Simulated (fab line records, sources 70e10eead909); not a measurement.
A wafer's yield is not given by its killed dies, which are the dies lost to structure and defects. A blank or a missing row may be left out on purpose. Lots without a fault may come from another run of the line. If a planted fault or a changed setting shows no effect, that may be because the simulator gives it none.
Matching of chambers	flow nand harc	rie diel-04 running NHARC_A_STAIRCASE_TRIM_229: 4 sister chambers
The step chemistry O2, time 211.2 s. 4 wafers are shown with their chamber, then 11 later ones without.

== WAFERS PAIRED WITH THEIR CHAMBERS ==
wafer	chamber	showerhead plenum p Torr (Torr)
L087.1	3	3.30
L087.2	0	3.78
L091.6	2	3.32
L092.1	1	3.48

== WAFERS WITHOUT THEIR CHAMBER ==
wafer	showerhead plenum p Torr (Torr)
L092.2	3.29
L092.5	3.48
L094.1	3.48
L094.2	3.29
L094.6	3.31
L096.1	3.31
L096.3	3.47
L096.4	3.77
L097.1	3.77
L097.3	3.31
L097.6	3.28

== CHAMBER TAKEN BY EACH ==
wafer	from the rows above	in truth
L092.2	can't be placed: 3 or 2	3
L092.5	1	1
L094.1	1	1
L094.2	can't be placed: 3 or 2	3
L094.6	can't be placed: 2 or 3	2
L096.1	can't be placed: 2 or 3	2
L096.3	1	1
L096.4	0	0
L097.1	0	0
L097.3	can't be placed: 2 or 3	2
L097.6	can't be placed: 3 or 2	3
Correct placement for 5 of the 11. Not placeable from these rows: 6 (in 6, the candidates include the true chamber). 0 placed wrongly.
How it was worked out, from the rows above alone: a wafer's distance from a chamber is the root of the sum, over the readings, of the square of ((its reading less the chamber's mean) divided by the reading's scatter). If the next closest chamber is less than 2 further off than the closest, the wafer can't be placed; otherwise it belongs to the closest. A chamber's mean is the mean of its shown wafers. The scatter: root of mean squared gap, hidden wafer to nearest shown wafer, with one shown wafer a chamber.
